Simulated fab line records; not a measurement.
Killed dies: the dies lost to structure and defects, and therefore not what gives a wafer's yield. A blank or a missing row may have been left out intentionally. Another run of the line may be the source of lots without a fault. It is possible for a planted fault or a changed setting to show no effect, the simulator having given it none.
fab line records	flow nandHarc
[record] lots = 24	wafers = 72	lastDay = 34
route steps=1302 shown A_CHANNEL_HOLE_D1@464 A_CHANNEL_FILL_D1@507
lots that met no fault: taken from a fault-free run of the same line
startH: hours from the record's opening day to when the first of the lot's shown wafers began	waitH: hours from the lot's prior step to this one	" unchanged from the row above	L1.1+2: one row covering several wafers at once	- no value present, or no start provided	* or withheld: withheld	< > ~ a bound
route shown NAME@n: NAME is a module with steps in the file, n the number in the route of the first one	usual: mean/standard deviation taken from wafers without a fault	same: alike in all rows	chamber/n: place in a boat	sites: per-site readings	_std_site: the values' standard deviation	_edge_site: mean of outer sites minus mean of inner sites	radiusMm: for every site, how far away it sits from the centre of the wafer	mask NAME#n: copy n	behind: the last tool/chamber to shape the wafer	hold: the reason the lot was held/the length of the hold in hours/how it ended	device: names the non-switching transistor (n, p or np)	end of line: the same wafers' tests at the end of the route	where a step has no rows: the recipe by itself	killed: dies lost to structure and defects at the first sort, not the wafer's yield	map: a wafer's dies, x killed, . not, _ none there
set.NAME: the run value of the setting; set.NAME@STEP: its run value at that earlier step	model.NAME: the simulator's own value behind a step, which no gauge read
a sample of lots followed through the steps of the route, with each step as a table and each wafer as a row
services: a tool's chamber out of use, with start hour (startH, from the record's first day; less than 0 if before it), hours out, and reason
[[steps]]
[step NHARC_A_CHANNEL_HOLE_D1_INSPECT_12]
[usual] rawDefectCount = 5.5/3
lot.wafer	tool	chamber	startH	waitH	rawDefectCount
L074.4	defectInspect-02	-	172.71	0.0	6
L074.5	"	-	"	"	2
L074.6	"	-	"	"	4
L075.1	defectInspect-01	-	191.23	0.0	5
L075.5	"	-	"	"	3
L075.6	"	-	"	"	9
L076.1	defectInspect-01	-	196.86	0.0	3
L076.2	"	-	"	"	6
L076.5	"	-	"	"	1
L077.1	defectInspect-01	-	208.53	0.0	12
L077.4	"	-	"	"	12
L077.6	"	-	"	"	7
L079.1	defectInspect-02	-	222.97	0.0	1
L079.3	"	-	"	"	3
L079.5	"	-	"	"	4
L078.1	defectInspect-02	-	224.06	0.0	5
L078.3	"	-	"	"	9
L078.6	"	-	"	"	6
L080.2	defectInspect-01	-	238.69	0.0	7
L080.3	"	-	"	"	8
L080.6	"	-	"	"	9
L081.1	defectInspect-01	-	238.86	0.0	8
L081.3	"	-	"	"	7
L081.5	"	-	"	"	11
L082.2	defectInspect-02	-	261.31	0.0	3
L082.4	"	-	"	"	7
L082.5	"	-	"	"	3
L083.1	defectInspect-02	-	262.15	0.0	4
L083.2	"	-	"	"	7
L083.4	"	-	"	"	7
L084.2	defectInspect-01	-	284.75	0.0	6
L084.5	"	-	"	"	4
L084.6	"	-	"	"	2
L085.3	defectInspect-01	-	288.25	0.0	5
L085.5	"	-	"	"	7
L085.6	"	-	"	"	6
L086.2	defectInspect-01	-	303.77	0.0	2
L086.5	"	-	"	"	3
L086.6	"	-	"	"	6
L087.1	defectInspect-02	-	309.99	0.0	6
L087.5	"	-	"	"	9
L087.6	"	-	"	"	5
L088.3	defectInspect-01	-	329.85	0.0	3
L088.5	"	-	"	"	8
L088.6	"	-	"	"	8
L089.1	defectInspect-01	-	330.20	0.0	4
L089.3	"	-	"	"	3
L089.5	"	-	"	"	2
L090.1	defectInspect-02	-	341.72	0.0	10
L090.2	"	-	"	"	3
L090.6	"	-	"	"	12
L091.1	defectInspect-01	-	346.93	0.0	4
L091.3	"	-	"	"	1
L091.5	"	-	"	"	10
L092.2	defectInspect-01	-	359.38	0.0	2
L092.3	"	-	"	"	7
L092.4	"	-	"	"	4
L093.2	defectInspect-02	-	378.51	0.0	0
L093.5	"	-	"	"	4
L093.6	"	-	"	"	8
L094.2	defectInspect-02	-	378.82	0.0	2
L094.4	"	-	"	"	6
L094.5	"	-	"	"	4
L095.1	defectInspect-02	-	380.42	0.0	3
L095.3	"	-	"	"	5
L095.6	"	-	"	"	6
L096.1	defectInspect-01	-	398.91	0.0	1
L096.2	"	-	"	"	5
L096.3	"	-	"	"	5
L097.1	defectInspect-01	-	409.76	0.0	4
L097.2	"	-	"	"	9
L097.3	"	-	"	"	4
[step NHARC_A_CHANNEL_HOLE_D1_ETCH_19]
[recipe] biasV = 1200	sourceW = 2500	pressureMtorr = 15	timeS = 34.5	arFlowSccm = 375	c4f8FlowSccm = 28.8	o2FlowSccm = 96.2	tempC = -20	targetDepthA = *	chemistry = C4F8/O2/Ar
[usual] drypumpMotorCurrentA = 5.8/0.82	showerheadPlenumPTorr = 3.63/0.097	throttleValvePct = 37.038/0.0095
lot.wafer	tool	chamber	startH	waitH	drypumpMotorCurrentA	rfHoursCounterH	showerheadPlenumPTorr	throttleValvePct
L074.4	harEtch-02	0	175.96	1.9	6.5	-	3.77	37.030
L074.5	"	0	"	"	6.5	-	3.77	37.043
L074.6	"	1	"	"	5.0	-	3.71	37.034
L075.1	harEtch-01	1	192.49	0.1	5.0	87	3.56	37.042
L075.5	"	0	"	"	6.7	-	3.64	37.026
L075.6	"	1	"	"	5.0	-	3.56	37.036
L076.2	harEtch-02	0	198.41	0.1	6.5	298	3.76	37.050
L076.1	"	1	"	"	5.0	298	3.71	37.040
L076.5	"	1	"	"	5.0	-	3.71	37.025
L077.1	harEtch-01	1	210.00	0.1	5.0	99	3.55	37.042
L077.4	"	0	"	"	6.7	-	3.63	37.049
L077.6	"	1	"	"	5.0	-	3.55	37.042
L079.1	harEtch-01	0	224.22	0.1	6.7	107	3.63	37.036
L079.3	"	0	"	"	6.7	-	3.63	37.037
L079.5	"	0	"	"	6.7	-	3.63	37.027
L078.1	harEtch-02	1	225.32	0.1	5.0	317	3.69	37.037
L078.3	"	1	"	"	5.0	-	3.69	37.039
L078.6	"	1	"	"	5.0	-	3.70	37.040
L080.2	harEtch-01	0	240.12	0.1	6.7	118	3.62	37.045
L080.3	"	1	"	"	4.9	-	3.54	37.034
L080.6	"	1	"	"	5.0	-	3.54	37.040
L081.1	harEtch-02	1	240.54	0.1	5.0	329	3.69	37.044
L081.3	"	1	"	"	5.0	-	3.69	37.033
L081.5	"	0	"	"	6.4	-	3.74	37.035
L082.2	harEtch-01	0	263.70	1.2	6.7	129	3.61	37.041
L082.4	"	1	"	"	5.0	-	3.54	37.037
L082.5	"	1	"	"	5.0	-	3.54	37.037
L083.2	harEtch-02	1	264.69	1.0	5.0	340	3.68	37.035
L083.1	"	0	"	"	6.5	340	3.74	37.037
L083.4	"	0	"	"	6.5	-	3.74	37.042
L084.2	harEtch-01	1	286.03	0.1	5.0	141	3.53	37.033
L084.6	"	0	"	"	6.7	-	3.61	37.034
L084.5	"	1	"	"	5.0	-	3.53	37.034
L085.3	harEtch-02	1	289.70	0.1	5.0	-	3.68	37.033
L085.5	"	1	"	"	5.0	-	3.68	37.050
L085.6	"	0	"	"	6.5	-	3.73	37.049
L086.2	harEtch-01	0	305.04	0.1	6.7	156	3.60	37.040
L086.5	"	1	"	"	5.0	-	3.52	37.041
L086.6	"	0	"	"	6.7	-	3.60	37.027
L087.1	harEtch-01	1	311.25	0.1	5.0	160	3.52	37.016
L087.6	"	0	"	"	6.7	-	3.60	37.020
L087.5	"	1	"	"	5.0	-	3.52	37.034
L088.3	harEtch-02	1	333.69	2.7	5.0	-	3.66	37.050
L088.6	"	1	"	"	5.0	-	3.66	37.024
L088.5	"	0	"	"	6.5	-	3.72	37.024
L089.1	harEtch-01	1	334.61	3.2	5.0	172	3.51	37.033
L089.3	"	0	"	"	6.7	-	3.59	37.048
L089.5	"	0	"	"	6.7	-	3.59	37.043
L090.2	harEtch-02	0	342.99	0.1	6.5	386	3.71	37.042
L090.1	"	1	"	"	5.0	386	3.66	37.048
L090.6	"	0	"	"	6.4	-	3.71	37.048
L091.1	harEtch-01	0	348.17	0.1	6.7	179	3.59	37.046
L091.3	"	1	"	"	5.0	-	3.51	37.049
L091.5	"	0	"	"	6.7	-	3.59	37.039
L092.2	harEtch-02	0	362.69	2.1	6.5	397	3.70	37.026
L092.4	"	1	"	"	5.0	-	3.65	37.034
L092.3	"	0	"	"	6.4	-	3.70	37.035
L093.2	harEtch-01	1	379.96	0.1	5.0	198	3.50	37.020
L093.6	"	1	"	"	4.9	-	3.50	37.046
L093.5	"	0	"	"	6.8	-	3.58	37.032
L094.2	harEtch-01	1	384.10	4.0	5.0	202	3.50	37.038
L094.4	"	0	"	"	6.7	-	3.57	37.006
L094.5	"	0	"	"	6.7	-	3.57	37.039
L095.1	harEtch-01	0	388.27	6.7	6.8	206	3.57	37.041
L095.3	"	0	"	"	6.7	-	3.57	37.026
L095.6	"	0	"	"	6.7	-	3.57	37.039
L096.1	harEtch-02	1	401.66	1.4	5.0	4	3.98	37.052
L096.2	"	0	"	"	6.5	4	3.70	37.049
L096.3	"	0	"	"	6.5	-	3.70	37.034
L097.1	harEtch-01	1	411.01	0.1	5.0	217	3.49	37.044
L097.2	"	0	"	"	6.7	217	3.57	37.039
L097.3	"	0	"	"	6.7	-	3.56	37.044
[step NHARC_A_CHANNEL_HOLE_D1_ETCH_20]
[recipe] biasV = 3000	sourceW = withheld	pressureMtorr = 20	timeS = 361.9	arFlowSccm = 375	c4f8FlowSccm = 89.3	o2FlowSccm = 35.7	tempC = -20	targetDepthA = 16000	chemistry = C4F8/O2/Ar
[usual] drypumpMotorCurrentA = 5.8/0.82	showerheadPlenumPTorr = 3.59/0.093	throttleValvePct = 32.155/0.0093
lot.wafer	tool	chamber	startH	waitH	drypumpMotorCurrentA	rfHoursCounterH	showerheadPlenumPTorr	throttleValvePct
L074.4	harEtch-02	0	176.14	0.2	6.5	-	3.72	32.143
L074.5	"	0	"	"	6.5	-	3.72	32.147
L074.6	"	1	"	"	5.0	-	3.67	32.135
L075.1	harEtch-01	1	192.64	0.1	5.0	88	3.52	32.170
L075.5	"	0	"	"	6.7	-	3.60	32.161
L075.6	"	1	"	"	5.0	-	3.52	32.154
L076.2	harEtch-02	0	198.52	0.1	6.5	298	3.72	32.157
L076.1	"	1	"	"	5.0	298	3.66	32.141
L076.5	"	1	"	"	5.0	-	3.66	32.144
L077.1	harEtch-01	1	210.14	0.1	5.0	99	3.52	32.159
L077.4	"	0	"	"	6.7	-	3.59	32.157
L077.6	"	1	"	"	5.0	-	3.52	32.166
L079.1	harEtch-01	0	224.33	0.1	6.7	107	3.59	32.158
L079.3	"	0	"	"	6.7	-	3.59	32.148
L079.5	"	0	"	"	6.7	-	3.59	32.156
L078.1	harEtch-02	1	225.47	0.1	5.0	317	3.65	32.145
L078.3	"	1	"	"	5.0	-	3.65	32.151
L078.6	"	1	"	"	5.0	-	3.65	32.151
L080.2	harEtch-01	0	240.26	0.1	6.7	118	3.58	32.155
L080.3	"	1	"	"	5.0	-	3.51	32.160
L080.6	"	1	"	"	4.9	-	3.51	32.153
L081.1	harEtch-02	1	240.65	0.1	5.0	329	3.65	32.157
L081.3	"	1	"	"	5.0	-	3.65	32.166
L081.5	"	0	"	"	6.5	-	3.70	32.167
L082.2	harEtch-01	0	263.84	0.1	6.7	129	3.58	32.147
L082.4	"	1	"	"	5.0	-	3.50	32.140
L082.5	"	1	"	"	5.0	-	3.50	32.151
L083.2	harEtch-02	1	264.80	0.1	5.0	340	3.64	32.151
L083.1	"	0	"	"	6.5	340	3.70	32.150
L083.4	"	0	"	"	6.5	-	3.69	32.167
L084.2	harEtch-01	1	286.18	0.1	5.0	141	3.50	32.151
L084.6	"	0	"	"	6.7	-	3.57	32.152
L084.5	"	1	"	"	5.0	-	3.50	32.161
L085.3	harEtch-02	1	289.88	0.2	5.0	-	3.64	32.135
L085.5	"	1	"	"	5.0	-	3.64	32.167
L085.6	"	0	"	"	6.5	-	3.69	32.137
L086.2	harEtch-01	0	305.18	0.1	6.7	156	3.56	32.164
L086.5	"	1	"	"	4.9	-	3.49	32.146
L086.6	"	0	"	"	6.7	-	3.56	32.145
L087.1	harEtch-01	1	311.40	0.1	5.0	160	3.48	32.165
L087.6	"	0	"	"	6.7	-	3.56	32.163
L087.5	"	1	"	"	5.0	-	3.48	32.146
L088.3	harEtch-02	1	333.86	0.2	5.0	-	3.62	32.148
L088.6	"	1	"	"	5.0	-	3.62	32.150
L088.5	"	0	"	"	6.5	-	3.67	32.161
L089.1	harEtch-01	1	334.75	0.1	5.0	172	3.48	32.138
L089.3	"	0	"	"	6.7	-	3.55	32.150
L089.5	"	0	"	"	6.7	-	3.55	32.155
L090.2	harEtch-02	0	343.10	0.1	6.5	386	3.67	32.159
L090.1	"	1	"	"	5.0	386	3.62	32.172
L090.6	"	0	"	"	6.5	-	3.67	32.157
L091.1	harEtch-01	0	348.28	0.1	6.7	179	3.55	32.162
L091.3	"	1	"	"	5.0	-	3.48	32.152
L091.5	"	0	"	"	6.7	-	3.55	32.153
L092.2	harEtch-02	0	362.83	0.1	6.5	397	3.66	32.152
L092.4	"	1	"	"	5.0	-	3.61	32.158
L092.3	"	0	"	"	6.5	-	3.66	32.158
L093.2	harEtch-01	1	380.07	0.1	5.0	198	3.47	32.143
L093.6	"	1	"	"	5.0	-	3.47	32.155
L093.5	"	0	"	"	6.7	-	3.54	32.152
L094.2	harEtch-01	1	384.21	0.1	5.0	202	3.46	32.148
L094.4	"	0	"	"	6.7	-	3.54	32.150
L094.5	"	0	"	"	6.7	-	3.54	32.154
L095.1	harEtch-01	0	388.42	0.1	6.7	206	3.54	32.164
L095.3	"	0	"	"	6.6	-	3.54	32.172
L095.6	"	0	"	"	6.7	-	3.54	32.161
L096.1	harEtch-02	1	401.77	0.1	5.0	4	3.93	32.168
L096.2	"	0	"	"	6.5	4	3.66	32.142
L096.3	"	0	"	"	6.5	-	3.66	32.163
L097.1	harEtch-01	1	411.12	0.1	5.0	217	3.46	32.162
L097.2	"	0	"	"	6.7	217	3.53	32.164
L097.3	"	0	"	"	6.7	-	3.53	32.154
[step NHARC_A_CHANNEL_HOLE_D1_ETCH_24]
[recipe] biasV = 5000	sourceW = withheld	pressureMtorr = 20	timeS = 906.2	arFlowSccm = 375	c4f8FlowSccm = 93.8	o2FlowSccm = 31.2	tempC = -20	targetDepthA = 15000	chemistry = C4F8/O2/Ar
[usual] drypumpMotorCurrentA = 5.8/0.82	showerheadPlenumPTorr = 3.58/0.093	throttleValvePct = 32.235/0.0098
lot.wafer	tool	chamber	startH	waitH	drypumpMotorCurrentA	rfHoursCounterH	showerheadPlenumPTorr	throttleValvePct
L074.4	harEtch-02	0	178.31	0.6	6.5	-	3.72	32.244
L074.5	"	0	"	"	6.5	-	3.72	32.214
L074.6	"	1	"	"	5.0	-	3.66	32.233
L075.1	harEtch-01	1	194.73	0.6	5.0	90	3.52	32.218
L075.5	"	0	"	"	6.7	-	3.59	32.231
L075.6	"	1	"	"	5.0	-	3.52	32.238
L076.2	harEtch-02	0	200.53	0.6	6.5	300	3.71	32.228
L076.1	"	1	"	"	5.0	300	3.66	32.238
L076.5	"	1	"	"	5.0	-	3.66	32.236
L077.1	harEtch-01	1	212.24	0.6	5.0	101	3.51	32.231
L077.4	"	0	"	"	6.7	-	3.59	32.254
L077.6	"	1	"	"	5.0	-	3.51	32.246
L079.1	harEtch-01	0	226.35	0.6	6.7	109	3.58	32.234
L079.3	"	0	"	"	6.7	-	3.58	32.254
L079.5	"	0	"	"	6.7	-	3.58	32.241
L078.1	harEtch-02	1	227.57	0.6	5.0	319	3.65	32.230
L078.3	"	1	"	"	5.0	-	3.65	32.248
L078.6	"	1	"	"	5.0	-	3.65	32.242
L080.2	harEtch-01	0	242.34	0.6	6.7	120	3.58	32.232
L080.3	"	1	"	"	5.0	-	3.50	32.220
L080.6	"	1	"	"	5.0	-	3.50	32.236
L081.1	harEtch-02	1	242.67	0.6	5.0	331	3.64	32.237
L081.3	"	1	"	"	5.0	-	3.64	32.226
L081.5	"	0	"	"	6.5	-	3.70	32.234
L082.2	harEtch-01	0	265.94	0.6	6.7	132	3.57	32.233
L082.4	"	1	"	"	5.0	-	3.50	32.257
L082.5	"	1	"	"	5.0	-	3.50	32.241
L083.2	harEtch-02	1	266.83	0.6	5.0	342	3.64	32.246
L083.1	"	0	"	"	6.4	342	3.69	32.229
L083.4	"	0	"	"	6.5	-	3.69	32.239
L084.2	harEtch-01	1	288.27	0.6	5.0	143	3.49	32.237
L084.6	"	0	"	"	6.7	-	3.56	32.237
L084.5	"	1	"	"	5.0	-	3.49	32.210
L085.3	harEtch-02	1	292.04	0.6	5.0	-	3.63	32.239
L085.5	"	1	"	"	5.0	-	3.63	32.236
L085.6	"	0	"	"	6.5	-	3.68	32.240
L086.2	harEtch-01	0	307.28	0.6	6.7	158	3.56	32.226
L086.5	"	1	"	"	5.0	-	3.48	32.240
L086.6	"	0	"	"	6.7	-	3.56	32.225
L087.1	harEtch-01	1	313.48	0.6	5.0	162	3.48	32.238
L087.6	"	0	"	"	6.7	-	3.55	32.246
L087.5	"	1	"	"	5.0	-	3.48	32.229
L088.3	harEtch-02	1	336.04	0.6	5.0	-	3.62	32.230
L088.6	"	1	"	"	5.0	-	3.62	32.234
L088.5	"	0	"	"	6.4	-	3.67	32.230
L089.1	harEtch-01	1	336.84	0.6	5.0	174	3.47	32.244
L089.3	"	0	"	"	6.7	-	3.55	32.233
L089.5	"	0	"	"	6.7	-	3.55	32.230
L090.2	harEtch-02	0	345.10	0.6	6.5	388	3.66	32.236
L090.1	"	1	"	"	5.0	388	3.61	32.242
L090.6	"	0	"	"	6.5	-	3.66	32.234
L091.1	harEtch-01	0	350.31	0.6	6.7	181	3.54	32.213
L091.3	"	1	"	"	5.0	-	3.47	32.233
L091.5	"	0	"	"	6.7	-	3.54	32.234
L092.2	harEtch-02	0	364.94	0.6	6.4	399	3.66	32.235
L092.4	"	1	"	"	5.0	-	3.61	32.224
L092.3	"	0	"	"	6.4	-	3.66	32.232
L093.2	harEtch-01	1	382.08	0.6	5.0	200	3.46	32.235
L093.6	"	1	"	"	4.9	-	3.46	32.245
L093.5	"	0	"	"	6.7	-	3.53	32.232
L094.2	harEtch-01	1	386.22	0.6	4.9	204	3.46	32.222
L094.4	"	0	"	"	6.7	-	3.53	32.241
L094.5	"	0	"	"	6.7	-	3.53	32.232
L095.1	harEtch-01	0	390.51	0.6	6.7	208	3.53	32.241
L095.3	"	0	"	"	6.6	-	3.53	32.235
L095.6	"	0	"	"	6.7	-	3.53	32.243
L096.1	harEtch-02	1	403.81	0.6	5.0	6	3.92	32.232
L096.2	"	0	"	"	6.5	6	3.65	32.222
L096.3	"	0	"	"	6.5	-	3.65	32.221
L097.1	harEtch-01	1	413.15	0.6	5.0	220	3.45	32.233
L097.2	"	0	"	"	6.7	220	3.52	32.248
L097.3	"	0	"	"	6.7	-	3.52	32.211
[step NHARC_A_CHANNEL_FILL_D1_ALD_25]
[recipe] targetThkA = 600	pulseTimeS = 10	aldCycles = 600	tempC = 300	material = SiOx
[usual] heaterPowerW = 489/74	precursorPulseHeightRel = 1.000/0.018
[same] pulseTimeS = 10
lot.wafer	tool	chamber	startH	waitH	heaterPowerW	precursorPulseHeightRel
L074.4	aldHk-04	2	222.49	0.1	497	0.998
L074.5	"	2	224.97	2.5	492	1.008
L074.6	"	3	"	"	467	1.030
L075.1	aldHk-03	3	237.20	0.7	497	0.989
L075.5	"	2	239.02	2.5	649	1.028
L075.6	"	3	"	"	484	0.995
L076.1	aldHk-04	0	244.32	0.7	501	1.020
L076.2	"	2	245.55	1.9	501	1.040
L076.5	"	3	"	"	461	1.024
L077.4	aldHk-03	0	258.59	0.7	509	0.990
L077.1	"	1	"	"	403	0.996
L077.6	"	0	261.02	3.1	499	1.037
L078.1	aldHk-02	0	267.00	0.7	386	0.969
L078.3	"	2	268.21	1.9	580	0.979
L078.6	"	0	269.42	3.1	401	0.972
L079.3	aldHk-03	0	268.96	2.6	513	0.993
L079.1	"	2	270.18	3.8	678	0.979
L079.5	"	3	"	"	498	0.971
L080.2	aldHk-03	2	286.48	0.1	659	1.011
L080.3	"	1	288.29	1.9	409	1.007
L080.6	"	2	"	"	662	1.002
L081.1	aldHk-02	2	287.10	0.7	556	0.986
L081.3	"	3	"	"	429	0.982
L081.5	"	2	289.60	3.2	568	0.993
L083.2	aldHk-03	3	305.90	0.1	495	0.994
L083.4	"	0	"	"	513	1.007
L083.1	"	1	"	"	412	1.012
L082.2	aldHk-04	0	306.53	0.7	501	1.008
L082.4	"	1	"	"	465	1.020
L082.5	"	3	308.40	2.6	448	1.008
L084.2	aldHk-02	2	333.05	1.3	567	1.017
L084.6	"	0	334.28	2.5	395	1.028
L084.5	"	1	"	"	408	1.001
L085.3	aldHk-04	2	333.07	1.3	490	1.000
L085.5	"	0	334.31	2.5	494	1.022
L085.6	"	1	"	"	467	1.007
L086.2	aldHk-04	3	351.38	0.7	455	0.978
L086.5	"	2	353.23	2.5	477	0.988
L086.6	"	3	"	"	441	0.978
L087.1	aldHk-03	2	355.67	0.7	660	1.022
L087.6	"	1	357.50	2.5	408	1.002
L087.5	"	2	"	"	652	1.021
L089.1	aldHk-03	3	375.42	0.1	479	0.994
L089.3	"	2	379.12	3.7	674	1.003
L089.5	"	3	380.35	5.0	487	0.978
L088.3	aldHk-02	1	377.29	1.9	423	0.988
L088.6	"	2	"	"	565	0.968
L088.5	"	3	"	"	415	0.996
L090.1	aldHk-04	3	385.64	0.1	450	0.998
L090.2	"	1	386.86	1.3	470	0.997
L090.6	"	3	388.09	2.5	454	1.015
L091.1	aldHk-03	0	392.41	0.7	497	0.979
L091.3	"	1	"	"	409	0.968
L091.5	"	3	394.29	2.5	503	1.004
L092.2	aldHk-03	0	406.57	0.7	500	0.993
L092.3	"	1	"	"	394	0.988
L092.4	"	2	"	"	644	1.013
L094.2	aldHk-03	2	426.05	0.1	640	0.986
L094.4	"	1	427.88	1.9	387	1.005
L094.5	"	3	429.11	3.1	529	0.979
L093.2	aldHk-02	3	427.28	1.3	415	1.013
L093.5	"	2	430.97	5.0	555	0.990
L093.6	"	3	432.20	6.2	404	1.011
L095.1	aldHk-04	1	432.23	0.7	473	0.968
L095.3	"	2	"	"	476	0.991
L095.6	"	0	434.06	2.5	500	0.991
L096.1	aldHk-03	1	444.06	0.1	390	0.995
L096.3	"	2	"	"	622	0.972
L096.2	"	3	"	"	531	0.983
L097.3	aldHk-02	0	453.32	0.0	411	1.015
L097.1	"	2	454.56	1.3	550	1.006
L097.2	"	3	"	"	421	1.026
[step NHARC_A_CHANNEL_FILL_D1_STRIP_29]
[recipe] timeS = 20	o2FlowSccm = 500	arFlowSccm = 0	biasW = 0	chemistry = O2
[usual] drypumpMotorCurrentA = 5.6/0.53	oesProductAu = 0.996/0.0084	rfVppV = 57.7/0.99	showerheadPlenumPTorr = 3.48/0.17	throttleValvePct = 17.037/0.009
lot.wafer	tool	chamber	startH	waitH	drypumpMotorCurrentA	oesProductAu	rfHoursCounterH	rfVppV	showerheadPlenumPTorr	throttleValvePct
L074.4	rieDiel-09	1	-	-	4.7	0.996	4.9	58.5	3.30	17.042
L074.5	"	1	"	"	4.7	0.996	-	57.7	3.30	17.044
L074.6	"	2	"	"	6.3	0.991	-	59.0	3.69	17.047
L075.1	rieDiel-09	0	-	-	5.7	0.986	5.7	59.1	3.70	17.040
L075.5	"	0	"	"	5.7	0.986	-	58.0	3.70	17.049
L075.6	"	1	"	"	4.7	0.995	-	55.9	3.30	17.025
L076.1	rieDiel-09	1	-	-	4.7	1.004	5.9	56.9	3.30	17.023
L076.2	"	2	"	"	6.3	0.995	4.7	59.2	3.69	17.028
L076.5	"	1	"	"	4.7	1.003	-	58.9	3.30	17.059
L077.4	rieDiel-09	1	-	-	4.8	1.003	6.3	57.8	3.30	17.033
L077.1	"	2	"	"	6.4	1.003	5.5	58.1	3.69	17.024
L077.6	"	1	"	"	4.8	0.994	-	57.0	3.30	17.032
L078.1	rieDiel-11	0	-	-	5.9	0.998	0.1	56.6	3.35	17.038
L078.3	"	1	"	"	5.6	1.000	0.2	57.9	3.53	17.033
L078.6	"	0	"	"	5.9	0.992	-	58.4	3.35	17.033
L079.1	rieDiel-11	3	-	-	4.9	1.001	0.3	57.5	3.36	17.038
L079.3	"	1	"	"	5.6	0.991	0.3	57.7	3.53	17.041
L079.5	"	0	"	"	5.9	0.991	-	57.6	3.35	17.031
L080.2	rieDiel-11	3	-	-	4.9	1.010	2.4	57.2	3.36	17.034
L080.3	"	0	"	"	6.0	1.009	2.4	57.3	3.35	17.045
L080.6	"	3	"	"	4.9	0.993	-	57.1	3.36	17.043
L081.1	rieDiel-09	0	-	-	5.7	0.992	9.2	58.0	3.69	17.036
L081.3	"	2	"	"	6.3	0.993	9.1	59.1	3.69	17.025
L081.5	"	0	"	"	5.7	0.992	-	58.0	3.69	17.039
L083.2	rieDiel-09	2	-	-	6.3	0.994	10.2	57.5	3.69	17.033
L083.4	"	3	"	"	5.0	0.988	10.5	58.5	3.31	17.045
L083.1	"	0	"	"	5.7	0.994	10.6	59.6	3.69	17.046
L082.4	rieDiel-11	1	-	-	5.6	0.991	1.1	56.8	3.53	17.053
L082.2	"	3	"	"	4.9	0.995	3.1	57.5	3.36	17.038
L082.5	"	0	"	"	6.0	0.983	-	59.2	3.35	17.043
L084.2	rieDiel-09	2	-	-	6.4	1.000	0.4	58.3	3.69	17.052
L084.5	"	1	"	"	4.7	1.016	-	56.8	3.30	17.041
L084.6	"	2	"	"	6.4	1.001	-	57.7	3.69	17.036
L085.3	rieDiel-12	0	337.61	0.1	5.7	0.997	2.9	56.8	3.32	17.038
L085.6	"	0	"	"	5.7	0.993	-	57.0	3.32	17.021
L085.5	"	2	"	"	6.0	0.986	-	57.7	3.63	17.029
L086.2	rieDiel-12	1	-	-	5.2	0.999	3.6	58.6	3.76	17.036
L086.5	"	0	"	"	5.7	0.983	-	54.9	3.32	17.045
L086.6	"	1	"	"	5.3	0.988	-	58.0	3.76	17.033
L087.1	rieDiel-12	2	-	-	6.0	0.988	4.7	57.2	3.63	17.039
L087.6	"	3	"	"	6.1	0.990	-	57.2	3.35	17.041
L087.5	"	0	"	"	5.7	0.992	-	55.8	3.32	17.023
L088.3	rieDiel-12	2	-	-	6.0	0.988	5.3	58.5	3.63	17.027
L088.5	"	1	"	"	5.2	0.984	-	59.3	3.76	17.029
L088.6	"	2	"	"	6.0	0.986	-	57.4	3.63	17.041
L089.3	rieDiel-12	2	-	-	6.0	0.987	5.3	58.8	3.63	17.011
L089.1	"	3	"	"	6.0	0.993	5.6	58.6	3.35	17.032
L089.5	"	1	"	"	5.3	1.003	-	59.1	3.76	17.054
L090.2	rieDiel-11	0	-	-	5.9	1.007	6.2	57.4	3.35	17.047
L090.1	"	1	"	"	5.6	1.005	4.8	58.5	3.53	17.036
L090.6	"	3	"	"	4.9	1.016	-	57.3	3.36	17.020
L091.3	rieDiel-09	3	-	-	5.1	0.990	4.3	57.3	3.31	17.053
L091.1	"	0	"	"	5.7	1.007	4.3	57.7	3.69	17.038
L091.5	"	2	"	"	6.3	0.996	-	59.2	3.69	17.032
L092.3	rieDiel-12	0	-	-	5.7	0.985	7.4	59.3	3.32	17.035
L092.2	"	2	"	"	6.0	0.996	7.1	56.8	3.63	17.066
L092.4	"	3	"	"	6.1	0.982	7.4	58.2	3.35	17.029
L094.2	rieDiel-12	1	-	-	5.3	0.983	7.3	58.4	3.76	17.032
L094.4	"	2	"	"	6.0	0.995	7.7	57.0	3.63	17.038
L094.5	"	1	"	"	5.3	0.996	-	57.5	3.76	17.015
L093.2	rieDiel-09	2	-	-	6.3	0.998	7.5	57.4	3.68	17.033
L093.5	"	3	"	"	5.0	0.995	-	58.6	3.31	17.031
L093.6	"	0	"	"	5.7	1.000	-	58.6	3.69	17.042
L095.1	rieDiel-12	3	-	-	6.1	0.999	8.0	56.2	3.35	17.045
L095.3	"	0	"	"	5.7	0.988	8.1	56.9	3.32	17.039
L095.6	"	3	"	"	6.1	0.990	-	60.1	3.35	17.042
L096.2	rieDiel-11	3	-	-	4.9	1.015	0.2	57.9	3.35	17.046
L096.3	"	0	"	"	6.0	1.007	0.2	58.1	3.35	17.035
L096.1	"	1	"	"	5.6	0.997	0.1	56.6	3.53	17.030
L097.2	rieDiel-11	2	-	-	6.3	1.006	1.2	57.4	3.41	17.035
L097.3	"	0	"	"	5.9	1.010	1.6	56.7	3.35	17.022
L097.1	"	1	"	"	5.6	1.006	1.7	58.3	3.52	17.028
[[services]]
tool	chamber	startH	hours	kind
rieDiel-12	3	160.57	3.1	repair
rieDiel-09	2	171.90	8.6	repair
aldHk-03	-	181.34	15.8	repair
aldHk-03	-	214.76	10.0	pm
rieDiel-12	2	232.34	4.2	repair
rieDiel-11	1	234.94	5.4	repair
rieDiel-11	-	255.50	9.0	pm
aldHk-04	-	261.63	10.0	pm
rieDiel-12	-	268.40	9.0	pm
rieDiel-11	1	275.85	8.7	repair
rieDiel-09	1	278.77	8.3	repair
rieDiel-11	2	302.48	3.4	repair
rieDiel-12	-	308.23	2.7	repair
rieDiel-09	-	320.10	9.0	pm
rieDiel-12	1	333.85	8.8	repair
harEtch-02	-	339.45	2.7	repair
rieDiel-09	3	345.73	4.9	repair
rieDiel-09	1	347.91	5.5	repair
rieDiel-12	2	348.83	4.7	repair
harEtch-02	-	377.04	17.0	pm
rieDiel-09	-	431.21	0.8	repair
rieDiel-12	1	432.44	2.9	repair
rieDiel-09	0	435.91	5.6	repair
rieDiel-12	-	445.40	9.0	pm
[[key]]
fault none
